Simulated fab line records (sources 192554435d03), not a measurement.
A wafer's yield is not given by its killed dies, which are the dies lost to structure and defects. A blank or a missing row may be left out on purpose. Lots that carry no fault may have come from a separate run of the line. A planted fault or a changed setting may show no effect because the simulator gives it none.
Chamber matching	flow n5-finfet	4 sister chambers for N5_ILD0_ALD_15 on ald-sin-01
The step deposits SiNx, target thk 24 nm, pulse time 1 s, ald cycles 480. 8 wafers are shown with their chamber, then 10 later ones without.

== WAFERS PAIRED WITH THEIR CHAMBERS ==
wafer	chamber	heater-power-w (W)	precursor-pulse-height-rel
L086.4	3	846	0.994
L089.1	1	908	1.004
L089.3	2	900	1.031
L089.4	2	884	0.983
L089.5	1	889	0.982
L089.6	0	729	1.013
L093.1	3	847	0.968
L093.3	0	734	1.036

== WAFERS MISSING THEIR CHAMBER ==
wafer	heater-power-w (W)	precursor-pulse-height-rel
L093.4	878	0.980
L095.4	847	1.009
L095.5	849	0.982
L095.6	890	1.041
L096.4	892	0.994
L096.5	709	0.995
L096.6	850	0.992
L097.1	727	0.998
L097.4	839	0.983
L097.5	905	1.021

== THE CHAMBER EACH PASSED THROUGH ==
wafer	from the rows above	in truth
L093.4	can't be placed: 2 or 1 or 3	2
L095.4	3	3
L095.5	3	3
L095.6	can't be placed: 2 or 1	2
L096.4	can't be placed: 2 or 1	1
L096.5	0	0
L096.6	3	3
L097.1	0	0
L097.4	3	3
L097.5	can't be placed: 1 or 2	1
6 of 10 placed correctly. Not placeable from these rows: 4 (in 4, the candidates include the true chamber). 0 placed wrongly.
How it was worked out, from the rows above alone: a wafer's distance from a chamber is the root of the sum, over the readings, of the square of ((its reading less the chamber's mean) divided by the reading's scatter). If the next closest chamber is less than 2 further off than the closest, the wafer can't be placed; otherwise it belongs to the closest. Each chamber's mean is taken over the wafers shown for it. The scatter is the square root of a quotient: the sum, over the shown wafers, of each reading's squared deviation from its chamber's mean, divided by wafers minus chambers.
